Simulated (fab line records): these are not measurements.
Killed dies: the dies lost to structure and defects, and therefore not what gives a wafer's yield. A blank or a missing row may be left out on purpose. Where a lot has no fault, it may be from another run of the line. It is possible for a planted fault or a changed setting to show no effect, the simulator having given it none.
A struck lot beside a sound one ; flow n5Finfet ; 14 steps out of a route of 1938
Sound: the wafers L481.1, L481.3, L481.5. Wafers L471.4, L471.5, L471.6 were the ones struck. The cause is named last.
At each step with rows: each side's tool, then ch and its chambers, then its first start. Under that, the readings that differ: sound wafers ; struck wafers ; difference of the means ; sigmas: that difference in standard deviations of wafers without a fault.
alike: same words and numbers on both sides, and readings whose means sit less than 2 such deviations apart. not compared: any withheld reading, any reading some wafer has no value for, any bound like >300 that may hide the same value, and any number with overlapping values for which the record gives no deviation.
Wherever a step has rows on one side only, a row that says differs or no value, or a row with sigmas, the two part there. Numbers that don't overlap but have no deviation are shown without sigmas and don't part them. A reading that every wafer of one side lacks parts them only if that side has two wafers or more.

first, 1 step without rows for these wafers: N5_DUMMY_GATE_UV_OZONE_45 (time 120 s).
N5_DUMMY_GATE_INSPECT_27: inspects for defects (brightfield).
  sound on defectInspect-02, day 6 11:41; struck on defectInspect-01, day 4 01:11
  alike: rawDefectCount
N5_SPACER0_ALD_07: deposits SiNx, target thk 2 nm.
  sound on aldSin-03 ch 0,2,3, day 6 11:43; struck on aldSin-02 ch 0,1,2, day 4 01:20
  alike: heaterPowerW
N5_SPACER0_ALD_00: deposits SiOCN, target thk 3.5 nm, pulse time 3 s, purge time 2 s.
  sound on aldSin-03 ch 0,2,3, day 6 11:53; struck on aldSin-02 ch 0,1,2, day 4 01:29
  alike: heaterPowerW, precursorPulseHeightRel
N5_SPACER0_ALD_08: deposits SiNx, target thk 2 nm.
  sound on aldSin-03 ch 0,2,3, day 6 12:08; struck on aldSin-02 ch 0,1,2, day 4 01:44
  alike: heaterPowerW
N5_SPACER0_INSPECT_04: inspects for defects (darkfield).
  sound on defectInspect-02, day 6 12:17; struck on defectInspect-01, day 4 01:54
  alike: rawDefectCount
then, 6 steps without rows for these wafers: N5_SD_EPI_N_COAT_32 (time 60 s, resist thk 350 nm); N5_SD_EPI_N_COAT_33 (time 60 s, resist thk 35 nm); N5_SD_EPI_N_COAT_03 (resist thk 150 nm); N5_SD_EPI_N_EBR_05; N5_SD_EPI_N_SOFTBAKE_04 (time 60 s); N5_SD_EPI_N_EXPOSE_06 (exposes mask SD N BLK, target cd 120 nm).
N5_SD_EPI_N_PEB_07: peb time 60 s.
  struck on lithoTrack-01, day 4 02:14; sound on lithoTrack-04 ch 0, day 6 12:37
  no value came back on the struck wafers for chillPlateTempC (C), exhaustPa (Pa), plateTempC (C); on the sound wafers chillPlateTempC (C) reads 22.87 23.00 23.02
then, 1 step without rows for these wafers: N5_SD_EPI_N_DEVELOP_08 (develop time 30 s).

WHERE THEY PART
At N5_SD_EPI_N_PEB_07 and nowhere else, as far as this record goes.

WHY: the cause the simulator had injected
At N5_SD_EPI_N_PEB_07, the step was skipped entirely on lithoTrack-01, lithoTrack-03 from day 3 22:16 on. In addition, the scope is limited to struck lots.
